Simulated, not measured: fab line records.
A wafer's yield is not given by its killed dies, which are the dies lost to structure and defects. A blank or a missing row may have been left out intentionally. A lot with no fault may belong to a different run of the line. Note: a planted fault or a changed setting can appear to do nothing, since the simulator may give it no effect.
Chamber matching    flow n5Finfet    4 sister chambers for N5_BEOL_M14_DESCUM_15 on rieDiel-02
The step chemistry O2, time 7.9 s. 18 wafers are shown with their chamber, then 9 later ones without.

## WAFERS, EACH WITH ITS CHAMBER
wafer   chamber  showerheadPlenumPTorr (Torr)  throttleValvePct (%)  oesProductAu (a.u.)
L077.1  1        2.05                          20.54                 0.69
L077.2  0        2.11                          20.45                 0.78
L077.5  2        2.07                          20.77                 0.68
L080.1  3        2.12                          20.22                 0.90
L080.2  0        2.10                          20.47                 0.78
L080.5  2        2.07                          20.77                 0.68
L081.1  0        2.10                          20.47                 0.78
L081.3  2        2.07                          20.75                 0.69
L081.4  3        2.12                          20.21                 0.90
L083.1  0        2.10                          20.48                 0.77
L083.5  1        2.05                          20.56                 0.68
L083.6  2        2.07                          20.79                 0.69
L084.3  3        2.12                          20.21                 0.89
L084.5  3        2.12                          20.23                 0.91
L084.6  2        2.07                          20.77                 0.69
L086.2  1        2.05                          20.58                 0.68
L086.3  0        2.10                          20.48                 0.77
L086.6  3        2.12                          20.21                 0.89

SIGNATURES, as means of the wafers listed above
reading                chamber 0  chamber 1  chamber 2  chamber 3  scatter within a chamber
showerheadPlenumPTorr  2.1020     2.0500     2.0700     2.1200     0.00239
throttleValvePct       20.4700    20.5600    20.7700    20.2160    0.0134
oesProductAu           0.7760     0.6833     0.6860     0.8980     0.00647
Rule: a wafer's distance from a chamber is the root of the sum, over the readings, of the square of ((its reading less the chamber's mean) divided by the reading's scatter). The wafer belongs to the nearest chamber; if the next one is less than 2 further off, it can't be placed. The scatter: take each reading less its chamber's mean, square it, sum over the shown wafers, divide by the number of wafers less the number of chambers, and take the root.

## WAFERS WITHOUT THEIR CHAMBER
wafer   showerheadPlenumPTorr (Torr)  throttleValvePct (%)  oesProductAu (a.u.)
L092.2  2.10                          20.49                 0.78
L092.3  2.12                          20.22                 0.89
L092.4  2.10                          20.48                 0.77
L089.2  2.10                          20.50                 0.77
L089.4  2.06                          20.79                 0.68
L089.5  2.12                          20.24                 0.88
L079.1  2.04                          20.15                 0.96
L079.2  2.11                          20.26                 0.84
L079.6  2.09                          20.52                 0.75

## EACH ONE'S CHAMBER
wafer    from the rows above   in truth
L092.2   0                     0
L092.3   3                     3
L092.4   0                     0
L089.2   0                     0
L089.4   2                     2
L089.5   3                     3
L079.1   3                     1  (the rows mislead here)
L079.2   3                     3
L079.6   0                     0
8 of 9 placed correctly. Not placeable from these rows: 0. Placed wrongly: 1.
